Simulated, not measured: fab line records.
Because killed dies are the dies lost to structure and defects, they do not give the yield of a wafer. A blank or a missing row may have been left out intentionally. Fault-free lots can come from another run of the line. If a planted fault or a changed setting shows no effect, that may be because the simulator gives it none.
fab line records    flow n5Finfet
record lots=24  wafers=72  lastDay=18
route steps=1938 shown BEOL_M1@818 BEOL_M2@855
lots that met no fault: from a run of the same line without faults
startH: hours from the record's first day to the start of the lot's first wafer shown    waitH: hours from the lot's prior step to this one    " the same as in the row above    L1.1+2: several wafers, shown together as one row    - either no value or no given start    * or withheld: withheld    < > ~ a bound
route shown NAME@n: a module of which the file shows steps, and the number in the route of the first    usual: mean/standard deviation taken from wafers without a fault    same: alike in all rows    chamber/n: place in a boat    sites: each site's reading    _std_site: how widely they spread, as a standard deviation    _edge_site: the outer-site mean with the inner-site mean subtracted    radiusMm: for every site, how far away it sits from the centre of the wafer    mask NAME#n: copy n    behind: tool/chamber where the wafer was last shaped    hold: why the lot went on hold/how many hours it stayed there/how the hold came to an end    device: whichever transistor did not switch (one of n, p or np)    end of line: tests of these same wafers at the route's end    for a step that has no rows: nothing shown but its recipe    killed: at the first sort, the dies lost to defects and structure; wafer yield is something else    map: a wafer's dies, marking killed ones x, the rest . and places with no die _
set.NAME: the setting that was run; set.NAME@STEP: the one run at that earlier step    model.NAME: the simulator's own value behind a step, which no gauge read
route steps across a sampled set of lots; one table per step, one row per wafer
services: from which hour (startH, from the record's first day; less than 0 if before it) a tool's chamber was out of use, for how many hours, and why
## steps
# step N5_BEOL_M1_SPUTTER_81
# recipe material=Cu  targetThkA=45  tempC=-20  chamberPressurePa=0.07  powerW=withheld  timeS=8.29
# usual throttleValvePct=29.5/0.98
lot.wafer  tool           chamber  startH  waitH  throttleValvePct
L074.1     pvdSputter-02  -        127.86  0.1    29.2
L074.2     "              -        "       "      29.9
L074.5     "              -        "       "      30.0
L075.3     pvdSputter-01  -        131.65  0.1    29.7
L075.4     "              -        "       "      28.9
L075.5     "              -        "       "      29.8
L076.1     pvdSputter-01  -        134.69  0.1    29.0
L076.2     "              -        "       "      28.8
L076.3     "              -        "       "      30.1
L077.3     pvdSputter-03  -        142.17  0.1    29.5
L077.4     "              -        "       "      29.0
L077.5     "              -        "       "      29.4
L078.1     pvdSputter-01  -        152.62  0.1    29.7
L078.3     "              -        "       "      28.8
L078.4     "              -        "       "      28.7
L079.2     pvdSputter-01  -        155.62  0.1    29.1
L079.3     "              -        "       "      28.5
L079.4     "              -        "       "      28.7
L080.2     pvdSputter-02  -        166.82  0.1    29.7
L080.3     "              -        "       "      29.0
L080.4     "              -        "       "      31.9
L081.1     pvdSputter-01  -        170.19  0.1    28.7
L081.3     "              -        "       "      29.8
L081.6     "              -        "       "      29.2
L082.1     pvdSputter-02  -        176.91  0.1    32.0
L082.3     "              -        "       "      29.8
L082.4     "              -        "       "      29.0
L083.2     pvdSputter-01  -        183.65  0.1    28.9
L083.3     "              -        "       "      28.7
L083.6     "              -        "       "      28.7
L085.1     pvdSputter-02  -        190.22  0.1    32.1
L085.2     "              -        "       "      30.0
L085.6     "              -        "       "      30.0
L084.3     pvdSputter-03  -        194.45  0.1    28.6
L084.5     "              -        "       "      28.9
L084.6     "              -        "       "      29.0
L086.3     pvdSputter-02  -        207.26  0.1    29.2
L086.4     "              -        "       "      30.2
L086.5     "              -        "       "      29.3
L087.3     pvdSputter-03  -        209.59  0.1    28.5
L087.4     "              -        "       "      28.8
L087.5     "              -        "       "      29.1
L088.1     pvdSputter-01  -        215.83  0.1    28.9
L088.2     "              -        "       "      29.6
L088.5     "              -        "       "      28.7
L089.2     pvdSputter-03  -        217.37  0.1    28.6
L089.5     "              -        "       "      29.4
L089.6     "              -        "       "      28.7
L090.4     pvdSputter-02  -        222.58  0.1    29.0
L090.5     "              -        "       "      31.8
L090.6     "              -        "       "      29.7
L091.1     pvdSputter-02  -        242.50  0.1    31.8
L091.3     "              -        "       "      30.5
L091.6     "              -        "       "      29.7
L092.1     pvdSputter-02  -        244.86  0.1    30.1
L092.2     "              -        "       "      30.5
L092.5     "              -        "       "      31.9
L094.2     pvdSputter-01  -        250.44  0.1    28.9
L094.3     "              -        "       "      28.9
L094.4     "              -        "       "      28.8
L093.1     pvdSputter-01  -        254.14  0.1    28.9
L093.4     "              -        "       "      29.0
L093.5     "              -        "       "      28.8
L095.4     pvdSputter-02  -        256.85  0.1    30.1
L095.5     "              -        "       "      29.1
L095.6     "              -        "       "      30.2
L096.1     pvdSputter-02  -        286.36  0.1    30.1
L096.3     "              -        "       "      29.0
L096.5     "              -        "       "      30.2
L097.2     pvdSputter-01  -        289.61  0.1    28.8
L097.4     "              -        "       "      29.0
L097.5     "              -        "       "      28.8
# step N5_BEOL_M1_SPUTTER_90
# recipe material=Cu  targetThkA=45  tempC=-20  chamberPressurePa=0.07  powerW=withheld  timeS=8.29
# usual throttleValvePct=29.6/1
lot.wafer  tool           chamber  startH  waitH  throttleValvePct
L074.1     pvdSputter-02  -        128.52  0.1    29.0
L074.2     "              -        "       "      30.1
L074.5     "              -        "       "      30.3
L075.3     pvdSputter-01  -        132.31  0.1    29.7
L075.4     "              -        "       "      28.8
L075.5     "              -        "       "      29.7
L076.1     pvdSputter-01  -        135.35  0.1    29.0
L076.2     "              -        "       "      28.8
L076.3     "              -        "       "      29.7
L077.3     pvdSputter-03  -        142.83  0.1    29.3
L077.4     "              -        "       "      29.3
L077.5     "              -        "       "      29.2
L078.1     pvdSputter-01  -        153.28  0.1    29.9
L078.3     "              -        "       "      29.1
L078.4     "              -        "       "      29.1
L079.2     pvdSputter-01  -        156.28  0.1    29.0
L079.3     "              -        "       "      29.1
L079.4     "              -        "       "      29.0
L080.2     pvdSputter-02  -        167.48  0.1    30.0
L080.3     "              -        "       "      29.1
L080.4     "              -        "       "      32.0
L081.1     pvdSputter-01  -        170.85  0.1    28.7
L081.3     "              -        "       "      29.6
L081.6     "              -        "       "      28.8
L082.1     pvdSputter-02  -        177.57  0.1    32.1
L082.3     "              -        "       "      29.8
L082.4     "              -        "       "      29.0
L083.2     pvdSputter-01  -        184.31  0.1    28.7
L083.3     "              -        "       "      28.8
L083.6     "              -        "       "      29.1
L085.1     pvdSputter-02  -        190.88  0.1    32.3
L085.2     "              -        "       "      30.1
L085.6     "              -        "       "      30.3
L084.3     pvdSputter-03  -        195.11  0.1    28.5
L084.5     "              -        "       "      29.6
L084.6     "              -        "       "      28.5
L086.3     pvdSputter-02  -        207.92  0.1    28.8
L086.4     "              -        "       "      29.8
L086.5     "              -        "       "      29.0
L087.3     pvdSputter-03  -        210.25  0.1    28.2
L087.4     "              -        "       "      28.9
L087.5     "              -        "       "      29.2
L088.1     pvdSputter-01  -        216.49  0.1    28.8
L088.2     "              -        "       "      29.5
L088.5     "              -        "       "      28.6
L089.2     pvdSputter-03  -        218.03  0.1    28.5
L089.5     "              -        "       "      29.3
L089.6     "              -        "       "      28.5
L090.4     pvdSputter-02  -        223.24  0.1    28.9
L090.5     "              -        "       "      32.0
L090.6     "              -        "       "      29.9
L091.1     pvdSputter-02  -        243.16  0.1    31.8
L091.3     "              -        "       "      30.1
L091.6     "              -        "       "      30.0
L092.1     pvdSputter-02  -        245.52  0.1    29.9
L092.2     "              -        "       "      30.2
L092.5     "              -        "       "      32.0
L094.2     pvdSputter-01  -        251.10  0.1    29.0
L094.3     "              -        "       "      29.1
L094.4     "              -        "       "      28.9
L093.1     pvdSputter-01  -        254.80  0.1    28.9
L093.4     "              -        "       "      29.0
L093.5     "              -        "       "      28.9
L095.4     pvdSputter-02  -        257.51  0.1    30.4
L095.5     "              -        "       "      28.6
L095.6     "              -        "       "      30.0
L096.1     pvdSputter-02  -        287.02  0.1    30.0
L096.3     "              -        "       "      28.9
L096.5     "              -        "       "      30.1
L097.2     pvdSputter-01  -        290.32  0.1    28.6
L097.4     "              -        "       "      29.1
L097.5     "              -        "       "      28.8
# step N5_BEOL_M1_ANNEAL_93
# recipe tempC=400  timeS=240  ambient=vacuum
# usual heaterPowerW=834/80
lot.wafer  tool           chamber  startH  waitH  heaterPowerW
L074.1     pvdSputter-02  -        128.82  0.0    883
L074.2     "              -        "       "      797
L074.5     "              -        "       "      783
L075.3     pvdSputter-01  -        132.61  0.0    784
L075.4     "              -        "       "      963
L075.5     "              -        "       "      782
L076.1     pvdSputter-01  -        135.65  0.0    946
L076.2     "              -        "       "      807
L076.3     "              -        "       "      787
L077.3     pvdSputter-03  -        143.13  0.0    857
L077.4     "              -        "       "      809
L077.5     "              -        "       "      813
L078.1     pvdSputter-01  -        153.58  0.0    802
L078.3     "              -        "       "      753
L078.4     "              -        "       "      940
L079.2     pvdSputter-01  -        156.58  0.0    764
L079.3     "              -        "       "      937
L079.4     "              -        "       "      798
L080.2     pvdSputter-02  -        167.78  0.0    881
L080.3     "              -        "       "      918
L080.4     "              -        "       "      800
L081.1     pvdSputter-01  -        171.15  0.0    799
L081.3     "              -        "       "      784
L081.6     "              -        "       "      747
L082.1     pvdSputter-02  -        177.87  0.0    833
L082.3     "              -        "       "      874
L082.4     "              -        "       "      881
L083.2     pvdSputter-01  -        184.61  0.0    729
L083.3     "              -        "       "      796
L083.6     "              -        "       "      932
L085.1     pvdSputter-02  -        191.18  0.0    827
L085.2     "              -        "       "      862
L085.6     "              -        "       "      849
L084.3     pvdSputter-03  -        195.41  0.0    626
L084.5     "              -        "       "      820
L084.6     "              -        "       "      1005
L086.3     pvdSputter-02  -        208.22  0.0    879
L086.4     "              -        "       "      788
L086.5     "              -        "       "      892
L087.3     pvdSputter-03  -        210.55  0.0    623
L087.4     "              -        "       "      1024
L087.5     "              -        "       "      813
L088.1     pvdSputter-01  -        216.79  0.0    738
L088.2     "              -        "       "      776
L088.5     "              -        "       "      817
L089.2     pvdSputter-03  -        218.33  0.0    631
L089.5     "              -        "       "      835
L089.6     "              -        "       "      629
L090.4     pvdSputter-02  -        223.54  0.0    907
L090.5     "              -        "       "      791
L090.6     "              -        "       "      864
L091.1     pvdSputter-02  -        243.46  0.0    827
L091.3     "              -        "       "      808
L091.6     "              -        "       "      852
L092.1     pvdSputter-02  -        245.82  0.0    881
L092.2     "              -        "       "      799
L092.5     "              -        "       "      816
L094.2     pvdSputter-01  -        251.40  0.0    729
L094.3     "              -        "       "      810
L094.4     "              -        "       "      966
L093.1     pvdSputter-01  -        255.10  0.0    805
L093.4     "              -        "       "      933
L093.5     "              -        "       "      737
L095.4     pvdSputter-02  -        257.81  0.0    787
L095.5     "              -        "       "      890
L095.6     "              -        "       "      853
L096.1     pvdSputter-02  -        287.32  0.0    808
L096.3     "              -        "       "      889
L096.5     "              -        "       "      813
L097.2     pvdSputter-01  -        290.65  0.0    793
L097.4     "              -        "       "      738
L097.5     "              -        "       "      741
# step N5_BEOL_M1_SPUTTER_96
# recipe material=Cu  targetThkA=45  tempC=-20  chamberPressurePa=0.07  powerW=withheld  timeS=8.29
# usual throttleValvePct=29.6/0.96
lot.wafer  tool           chamber  startH  waitH  throttleValvePct
L074.1     pvdSputter-02  -        129.18  0.1    29.2
L074.2     "              -        "       "      30.0
L074.5     "              -        "       "      30.2
L075.3     pvdSputter-01  -        132.97  0.1    30.1
L075.4     "              -        "       "      29.0
L075.5     "              -        "       "      29.8
L076.1     pvdSputter-01  -        136.01  0.1    29.2
L076.2     "              -        "       "      28.7
L076.3     "              -        "       "      29.9
L077.3     pvdSputter-03  -        143.49  0.1    29.2
L077.4     "              -        "       "      29.3
L077.5     "              -        "       "      29.3
L078.1     pvdSputter-01  -        153.94  0.1    29.6
L078.3     "              -        "       "      28.7
L078.4     "              -        "       "      29.0
L079.2     pvdSputter-01  -        156.94  0.1    28.9
L079.3     "              -        "       "      29.0
L079.4     "              -        "       "      28.7
L080.2     pvdSputter-02  -        168.14  0.1    30.1
L080.3     "              -        "       "      28.7
L080.4     "              -        "       "      32.2
L081.1     pvdSputter-01  -        171.51  0.1    28.9
L081.3     "              -        "       "      29.5
L081.6     "              -        "       "      28.9
L082.1     pvdSputter-02  -        178.23  0.1    32.0
L082.3     "              -        "       "      29.8
L082.4     "              -        "       "      28.9
L083.2     pvdSputter-01  -        184.97  0.1    28.6
L083.3     "              -        "       "      28.5
L083.6     "              -        "       "      29.1
L085.1     pvdSputter-02  -        191.54  0.1    32.0
L085.2     "              -        "       "      29.9
L085.6     "              -        "       "      29.8
L084.3     pvdSputter-03  -        195.77  0.1    28.7
L084.5     "              -        "       "      29.3
L084.6     "              -        "       "      28.7
L086.3     pvdSputter-02  -        208.58  0.1    28.8
L086.4     "              -        "       "      30.1
L086.5     "              -        "       "      29.3
L087.3     pvdSputter-03  -        210.91  0.1    28.7
L087.4     "              -        "       "      28.6
L087.5     "              -        "       "      29.1
L088.1     pvdSputter-01  -        217.15  0.1    28.9
L088.2     "              -        "       "      29.8
L088.5     "              -        "       "      28.7
L089.2     pvdSputter-03  -        218.69  0.1    28.8
L089.5     "              -        "       "      29.5
L089.6     "              -        "       "      28.6
L090.4     pvdSputter-02  -        223.90  0.1    29.0
L090.5     "              -        "       "      31.8
L090.6     "              -        "       "      30.1
L091.1     pvdSputter-02  -        243.82  0.1    31.9
L091.3     "              -        "       "      30.1
L091.6     "              -        "       "      30.1
L092.1     pvdSputter-02  -        246.18  0.1    29.9
L092.2     "              -        "       "      30.3
L092.5     "              -        "       "      31.8
L094.2     pvdSputter-01  -        251.76  0.1    29.0
L094.3     "              -        "       "      28.8
L094.4     "              -        "       "      28.6
L093.1     pvdSputter-01  -        255.46  0.1    28.9
L093.4     "              -        "       "      29.0
L093.5     "              -        "       "      29.0
L095.4     pvdSputter-02  -        258.17  0.1    30.1
L095.5     "              -        "       "      28.9
L095.6     "              -        "       "      30.3
L096.1     pvdSputter-02  -        287.68  0.1    30.1
L096.3     "              -        "       "      28.8
L096.5     "              -        "       "      30.1
L097.2     pvdSputter-01  -        291.01  0.1    28.7
L097.4     "              -        "       "      29.2
L097.5     "              -        "       "      29.0
# step N5_BEOL_M2_OVL_MEAS_12
# recipe pointsPerWafer=522
# usual M2_OVL=0.6/0.62
lot.wafer  tool        chamber  startH  waitH  M2_OVL[nm]
L074.1     overlay-02  0        131.21  0.0    1.3
L074.2     "           0        "       "      1.1
L074.5     "           0        "       "      1.3
L075.3     overlay-02  0        136.61  0.0    0.7
L075.4     "           0        "       "      0.0
L075.5     "           0        "       "      2.0
L076.1     overlay-01  0        138.40  0.0    0.1
L076.2     "           0        "       "      -0.1
L076.3     "           0        "       "      0.4
L077.3     overlay-02  0        146.21  0.0    -0.2
L077.4     "           0        "       "      0.3
L077.5     "           0        "       "      0.7
L078.1     overlay-02  0        157.91  0.0    1.4
L078.3     "           0        "       "      0.8
L078.4     "           0        "       "      -0.2
L079.2     overlay-01  0        158.82  0.0    0.0
L079.3     "           0        "       "      0.9
L079.4     "           0        "       "      0.2
L080.2     overlay-01  0        170.04  0.0    -0.3
L080.3     "           0        "       "      -0.3
L080.4     "           0        "       "      -0.6
L081.1     overlay-01  0        175.25  0.0    -0.2
L081.3     "           0        "       "      0.6
L081.6     "           0        "       "      1.2
L082.1     overlay-02  0        182.55  0.0    -0.8
L082.3     "           0        "       "      0.6
L082.4     "           0        "       "      0.6
L083.2     overlay-02  0        188.67  0.0    0.9
L083.3     "           0        "       "      0.0
L083.6     "           0        "       "      0.8
L085.1     overlay-01  0        196.58  0.0    0.6
L085.2     "           0        "       "      0.4
L085.6     "           0        "       "      0.4
L084.3     overlay-01  0        198.87  0.0    0.0
L084.5     "           0        "       "      -0.1
L084.6     "           0        "       "      0.6
L086.3     overlay-02  0        212.22  0.0    -0.2
L086.4     "           0        "       "      1.3
L086.5     "           0        "       "      -0.5
L087.3     overlay-02  0        213.39  0.0    0.4
L087.4     "           0        "       "      2.2
L087.5     "           0        "       "      0.4
L088.1     overlay-01  0        219.44  0.0    0.1
L088.2     "           0        "       "      1.0
L088.5     "           0        "       "      0.0
L089.2     overlay-02  0        221.74  0.0    0.8
L089.5     "           0        "       "      0.7
L089.6     "           0        "       "      1.5
L090.4     overlay-02  0        226.60  0.0    0.7
L090.5     "           0        "       "      0.5
L090.6     "           0        "       "      -0.2
L091.1     overlay-01  0        246.39  0.0    1.0
L091.3     "           0        "       "      1.5
L091.6     "           0        "       "      1.2
L092.1     overlay-02  0        248.22  0.0    0.9
L092.2     "           0        "       "      0.5
L092.5     "           0        "       "      1.3
L094.2     overlay-02  0        253.83  0.0    0.2
L094.3     "           0        "       "      -0.2
L094.4     "           0        "       "      1.1
L093.1     overlay-02  0        259.14  0.0    1.3
L093.4     "           0        "       "      0.6
L093.5     "           0        "       "      0.6
L095.4     overlay-01  0        260.46  0.0    1.7
L095.5     "           0        "       "      -0.3
L095.6     "           0        "       "      0.7
L096.1     overlay-01  0        289.39  0.0    1.7
L096.3     "           0        "       "      1.9
L096.5     "           0        "       "      2.0
L097.2     overlay-02  0        293.68  0.0    0.9
L097.4     "           0        "       "      1.2
L097.5     "           0        "       "      0.9
# step N5_BEOL_M2_SPUTTER_48
# recipe material=Cu  targetThkA=45  tempC=-20  chamberPressurePa=0.07  powerW=withheld  timeS=8.29
# usual throttleValvePct=29.5/0.95
lot.wafer  tool           chamber  startH  waitH  throttleValvePct
L074.1     pvdSputter-03  -        139.18  0.3    28.5
L074.2     "              -        "       "      29.1
L074.5     "              -        "       "      28.5
L075.3     pvdSputter-01  -        144.14  0.2    29.9
L075.4     "              -        "       "      29.0
L075.5     "              -        "       "      28.7
L076.1     pvdSputter-01  -        146.52  0.3    28.6
L076.2     "              -        "       "      29.8
L076.3     "              -        "       "      28.7
L077.3     pvdSputter-02  -        152.12  0.1    30.0
L077.4     "              -        "       "      31.9
L077.5     "              -        "       "      31.7
L079.2     pvdSputter-02  -        161.54  0.1    30.1
L079.3     "              -        "       "      28.9
L079.4     "              -        "       "      32.0
L078.1     pvdSputter-03  -        161.57  0.1    28.7
L078.3     "              -        "       "      28.8
L078.4     "              -        "       "      29.1
L080.2     pvdSputter-03  -        180.27  0.1    29.0
L080.3     "              -        "       "      28.8
L080.4     "              -        "       "      28.5
L081.1     pvdSputter-01  -        186.15  0.1    29.9
L081.3     "              -        "       "      28.9
L081.6     "              -        "       "      28.6
L082.1     pvdSputter-01  -        188.03  1.6    28.9
L082.3     "              -        "       "      29.9
L082.4     "              -        "       "      28.6
L083.2     pvdSputter-01  -        193.88  0.1    28.7
L083.3     "              -        "       "      28.7
L083.6     "              -        "       "      29.0
L085.1     pvdSputter-03  -        200.45  0.2    29.4
L085.2     "              -        "       "      28.7
L085.6     "              -        "       "      29.2
L084.3     pvdSputter-01  -        203.67  0.1    28.9
L084.5     "              -        "       "      28.8
L084.6     "              -        "       "      29.7
L086.3     pvdSputter-01  -        218.11  0.1    28.9
L086.4     "              -        "       "      28.7
L086.5     "              -        "       "      29.6
L087.3     pvdSputter-02  -        219.34  0.4    30.0
L087.4     "              -        "       "      29.0
L087.5     "              -        "       "      30.2
L088.1     pvdSputter-01  -        233.62  1.3    29.0
L088.2     "              -        "       "      29.9
L088.5     "              -        "       "      30.0
L089.2     pvdSputter-02  -        247.97  0.2    29.8
L089.5     "              -        "       "      28.8
L089.6     "              -        "       "      30.1
L090.4     pvdSputter-03  -        248.01  0.0    29.3
L090.5     "              -        "       "      28.8
L090.6     "              -        "       "      29.2
L091.1     pvdSputter-02  -        250.70  0.1    30.3
L091.3     "              -        "       "      29.8
L091.6     "              -        "       "      32.0
L092.1     pvdSputter-03  -        251.28  0.1    28.6
L092.2     "              -        "       "      29.3
L092.5     "              -        "       "      29.3
L094.2     pvdSputter-03  -        256.84  0.3    29.3
L094.3     "              -        "       "      29.2
L094.4     "              -        "       "      29.0
L093.1     pvdSputter-02  -        261.87  0.2    28.7
L093.4     "              -        "       "      30.0
L093.5     "              -        "       "      31.8
L095.4     pvdSputter-03  -        268.98  0.0    28.7
L095.5     "              -        "       "      29.4
L095.6     "              -        "       "      28.8
L096.1     pvdSputter-02  -        293.68  0.1    29.0
L096.3     "              -        "       "      31.8
L096.5     "              -        "       "      30.2
L097.2     pvdSputter-02  -        300.61  0.3    29.1
L097.4     "              -        "       "      31.9
L097.5     "              -        "       "      28.9
## services
tool           chamber  startH  hours  kind
pvdSputter-03  -        121.47  2.2    repair
pvdSputter-02  -        174.82  1.6    repair
## key
fault none
